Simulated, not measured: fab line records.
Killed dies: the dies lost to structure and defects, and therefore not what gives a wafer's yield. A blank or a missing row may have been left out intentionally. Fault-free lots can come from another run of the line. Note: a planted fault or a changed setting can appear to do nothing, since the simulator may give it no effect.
8D (eight disciplines) problem report, filled in by code ; flow n5-finfet ; the parts of the form that need people (team, actions taken, sign-off) are left out

1. WHAT WENT WRONG
run-length-s at N5_PASSIVATION_PECVD_35 reads a mean of 156.8 s on 3 wafers of 2 lots; wafers without a fault read 195.5 s with a standard deviation of 0.72. That puts it -54 standard deviations away from the usual mean.
The step: deposits SiNx from SiH4/NH3/N2, target thk 700 nm, time 151.3 s.
First seen on wafer L147.4, day 16 04:55, on pecvd-04. At this step, 37 wafers from 13 lots have a number in the record. The rule behind "out" and "out of limits": a value lying over 4 standard deviations away from the usual mean. All remaining wafers that have a number are taken as sound.

2. WHAT IT IS, AND WHAT IT ISN'T
question;is;is not
which readings at this step;run-length-s;heater-power-w, showerhead-plenum-p-Torr
which lots;L147, L149;L135, L136, L138, L139, L141, L142, L143, L144, L145, L146, L148
which wafers of those lots;L147.4, L149.3, L149.4;L147.2, L147.5, L149.1
read on which tools;pecvd-04;pecvd-01, pecvd-02
when;from day 16 04:55;"up to then (33 sound wafers); but 1 sound wafer of L149 came after"

3. SUSPECTS, AND WHAT RULES EACH OUT
Counting: any tool at a process step up to the reading remains a suspect provided it ran every lot that is out. Sound lots after the first of them don't rule it out here, since some wafers of a struck lot are sound.
- pecvd-04 at N5_PASSIVATION_PECVD_35 (deposits SiNx from SiH4/NH3/N2, target thk 700 nm, time 151.3 s): kept. Ran every lot that is out, first one L147 (day 16 04:55); last sound lot up to then L148 (day 15 19:55). Its own run-length-s readings are out on those wafers.
The count leaves pecvd-04 at N5_PASSIVATION_PECVD_35.

4. THE CAUSE (what the simulator had put in)
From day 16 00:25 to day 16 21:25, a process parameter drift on pecvd-04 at N5_PASSIVATION_PECVD_35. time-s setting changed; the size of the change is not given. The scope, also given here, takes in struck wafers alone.
Counting left only this tool.

5. THE EFFECT CHAIN, in route order
Rows list readings where the struck wafers' mean (over those with a number) sits beyond 3 standard deviations from the usual. Scope: only readings with a usual standard deviation given in the record; hours: median across lots of the time from each lot's start at the first step in this table that gives one to its start at this step; sigmas: change in usual standard deviations.
hours;step;reading;usual;on struck wafers;change;sigmas
0;N5_PASSIVATION_PECVD_35;run-length-s;195.5 s;156.8;-38.7;-54
Process steps it contains:
- N5_PASSIVATION_PECVD_35: deposits SiNx from SiH4/NH3/N2, target thk 700 nm, time 151.3 s.
Later steps that measure or inspect, where all struck wafers having a row at the step show a number for every such reading and not one has moved that far: N5_PASSIVATION_INSPECT_67.

6. WHAT WOULD HAVE CAUGHT IT SOONER
First out-of-limits reading in this record: day 16 04:55, which is 4 hours after fault onset at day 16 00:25.
